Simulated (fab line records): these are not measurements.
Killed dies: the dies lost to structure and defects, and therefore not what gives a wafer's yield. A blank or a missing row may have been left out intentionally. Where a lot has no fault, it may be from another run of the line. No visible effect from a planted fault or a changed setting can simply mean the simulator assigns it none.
Which of the tools did it? || flow n5_finfet || route of 1938 steps, sampled at 1 step: 12 lots, 36 wafers

WHAT THE GAUGES READ, wafer by wafer
N5_BEOL_M6_INSPECT_13: inspects for defects (brightfield).
{"lot": "L075", "measured": "day 9 16:18", "on": "defect_inspect-01", "raw_defect_count": "497 683 333"}
{"lot": "L078", "measured": "day 9 16:55", "on": "defect_inspect-01", "raw_defect_count": "309 321 303"}
{"lot": "L081", "measured": "day 10 08:07", "on": "defect_inspect-01", "raw_defect_count": "517 465 530"}
{"lot": "L079", "measured": "day 10 16:04", "on": "defect_inspect-01", "raw_defect_count": "322 367 420"}
{"lot": "L082", "measured": "day 10 19:17", "on": "defect_inspect-02", "raw_defect_count": "286 407 495"}
{"lot": "L085", "measured": "day 11 17:05", "on": "defect_inspect-02", "raw_defect_count": "457 428 587"}
{"lot": "L088", "measured": "day 12 04:45", "on": "defect_inspect-02", "raw_defect_count": "478 431 410"}
{"lot": "L089", "measured": "day 12 19:00", "on": "defect_inspect-01", "raw_defect_count": "591 459 469"}
{"lot": "L090", "measured": "day 13 02:24", "on": "defect_inspect-02", "raw_defect_count": "349 300 382"}
{"lot": "L093", "measured": "day 13 09:20", "on": "defect_inspect-01", "raw_defect_count": "414 351 468"}
{"lot": "L095", "measured": "day 14 15:57", "on": "defect_inspect-02", "raw_defect_count": "361 342 298"}
{"lot": "L096", "measured": "day 15 20:16", "on": "defect_inspect-01", "raw_defect_count": "436 533 529"}

WHICH TOOL RAN EACH LOT (tool, then ch and the chambers of the sampled wafers, then the start)
The record shows no process step preceding these readings.

THE ANSWER, worked out from the rows above alone
Rule: usual is defined by the lots themselves. Put in order of their means at a reading, lots are off if they are a third of the lots or fewer, leave a main group of 4 or more, and stand apart from it by a gap of 3 or more times the standard deviation of the main group's means; of several such gaps the widest counts. If all means in a main group match to the digits the tables above print for the reading, that group is not used. Also off: a lot with no number at a reading for which 4 or more lots have one. Any other lot the step has rows for is counted as sound.
No lot is off at any reading shown: from this, nothing can be told.

WHAT THE SIMULATOR HAD PUT IN
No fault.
